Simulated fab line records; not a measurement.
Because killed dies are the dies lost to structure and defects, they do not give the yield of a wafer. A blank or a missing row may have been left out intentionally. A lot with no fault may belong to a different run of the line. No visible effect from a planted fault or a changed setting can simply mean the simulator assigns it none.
Struck lot and sound lot, side by side	flow n5_finfet	37 out of 1938 route steps
Sound: these wafers, L686.1, L686.2, L686.6. The struck wafers were L681.2, L681.5, L681.6. The cause is given at the end.
Each step with rows lists, per side, the tool, then ch with its chambers, then its first start. Under that, the readings that differ: sound wafers	struck wafers	difference of the means	sigmas: that difference in standard deviations of wafers without a fault.
alike: readings with means less than 2 such deviations apart, plus words and numbers identical on both sides. not compared: withheld readings, readings lacking a value on some wafer, bounds such as >300 that could conceal the same value, and numbers that have no deviation in the record and whose values overlap.
A row with sigmas, a row that says differs or no value, or rows on one side alone: a step with any of these is where the two part. When numbers do not overlap yet have no deviation, they are printed without sigmas and do not part them. Lack of a reading on every wafer of one side parts them only where that side has two or more wafers.

first, 9 steps without rows for these wafers: N5_BEOL_M4_ANNEAL_95 (time 240 s); N5_BEOL_M4_SPUTTER_96 (material Cu, target thk 4.5 nm, time 8.29 s); N5_BEOL_M4_ECD_50 (material Cu, target thk 300 nm); N5_BEOL_M4_ANNEAL_51 (time 90 s); N5_BEOL_M4_CMP_52 (polishes, stops on SiOC, t overpolish 6.8 s, target thk 40 nm); N5_BEOL_M4_PRE_CLEAN_60 (time 15 s); N5_BEOL_M4_CO_CAP_55 (material Co, precursor CCTBA/H2, target thk 2 nm, time 102.1 s); N5_BEOL_M4_PRE_CLEAN_56 (time 15 s); N5_BEOL_M4_DEP_57 (deposits SiCN from 3MS/NH3, target thk 8 nm, time 14 s).
N5_BEOL_M4_RC_MEAS_101:
  sound on prober-02 ch 0, day 15 04:29; struck on prober-02 ch 0, day 12 11:56
reading	sound	struck	difference	sigmas
IOFF_N (nA/um)	0.12 0.13 0.16	0.24 0.24 0.20	+0.09	+2
ION_N (uA/um)	661 659 685	713 705 711	+41	+2
ION_P (uA/um)	450 450 461	478 473 475	+22	+2
VT_N (mV)	254 255 251	243 243 243	-10	-3
  alike: DIBL_N, DIBL_P, IOFF_P, SS_N, SS_P, VT_P
then, 24 steps without rows for these wafers: N5_BEOL_M5_ILD_DEP_00 (deposits SiCOH lowk from DEMS/porogen, target thk 140.64 nm, time 25.9 s); N5_BEOL_M5_CURE_79 (cures SiCOH lowk, time 240 s); N5_BEOL_M5_PECVD_70 (deposits SiO2 from TEOS/O2, target thk 16 nm, time 18 s); N5_BEOL_M5_HM_DEP_02 (deposits TiN, target thk 20 nm); N5_BEOL_M5_COAT_59 (time 60 s, resist thk 60 nm); N5_BEOL_M5_COAT_60 (time 60 s, resist thk 12 nm); N5_BEOL_M5_COAT_71 (time 60 s, resist thk 5 nm); N5_BEOL_M5_COAT_05 (resist thk 30 nm); N5_BEOL_M5_EBR_07; N5_BEOL_M5_SOFTBAKE_06 (time 60 s); N5_BEOL_M5_EXPOSE_08 (exposes mask M5, target cd 28 nm); N5_BEOL_M5_PEB_09 (peb time 60 s); N5_BEOL_M5_DEVELOP_10 (develop time 30 s); N5_BEOL_M5_DESCUM_16 (chemistry O2, time 7 s); N5_BEOL_M5_ETCH_72 (etches underlayer in N2/H2, target depth 6.5 nm, time 5.2 s); N5_BEOL_M5_ETCH_61 (etches SiARC in CF4, target depth 15.6 nm, time 26 s); N5_BEOL_M5_ETCH_62 (etches SOC in N2/H2, target depth 75 nm, overetch 15 nm, time 112.5 s); N5_BEOL_M5_STRIP_63 (strips in N2/H2); N5_BEOL_M5_STRIP_73 (strips in N2/H2); N5_BEOL_M5_STRIP_64 (strips in CF4); N5_BEOL_M5_HM_OPEN_17 (chemistry Cl2/BCl3, target TiN, target depth 20 nm, overetch 6 nm); N5_BEOL_M5_STRIP_19 (strips in O2); N5_BEOL_M5_COAT_65 (time 60 s, resist thk 60 nm); N5_BEOL_M5_COAT_66 (time 60 s, resist thk 12 nm).
-- record jumps: 2 days separate the struck wafers' starts on either side; left off in module BEOL_M5, taken up again in module BEOL_M9, whose first shown step is the route's number 1461 --
N5_BEOL_M9_SPUTTER_48: material Cu, target thk 12 nm, time 2 s.
  sound on pvd_sputter-01, day 17 01:56; struck on pvd_sputter-01, day 14 14:49
  no value came back on the struck wafers for bias_v (V), cathode_dc_power_W (W), chamber_pressure_pa (Pa), throttle_valve_pct (%); on the sound wafers bias_v (V) reads 59.5 60.1 60.3
N5_BEOL_M9_CMP_52: polishes, stops on SiCOH lowk, t overpolish 7 s, target thk 140 nm.
  sound on cmp-04 ch 0,1,2, day 17 02:30; struck on cmp-04 ch 0,1,2, day 14 15:36
reading	sound	struck	difference	sigmas
time_to_endpoint_s (s)	67 72 68	0 0 1	-69	-20
  alike: motor_current_A
-- the record jumps here: 2 days lie between the struck wafers' starts before and after (it left off in module BEOL_M9 and takes up again in module PASSIVATION, whose first step shown is number 1936 of the route) --
N5_PASSIVATION_PROBE_49:
  rows exist in the record for the struck wafers here (prober-02, day 16 22:04), but not for the sound ones

## WHERE THEY PART
At N5_BEOL_M4_RC_MEAS_101 first; at N5_PASSIVATION_PROBE_49 last (within this record only).

WHY: what the simulator had put in
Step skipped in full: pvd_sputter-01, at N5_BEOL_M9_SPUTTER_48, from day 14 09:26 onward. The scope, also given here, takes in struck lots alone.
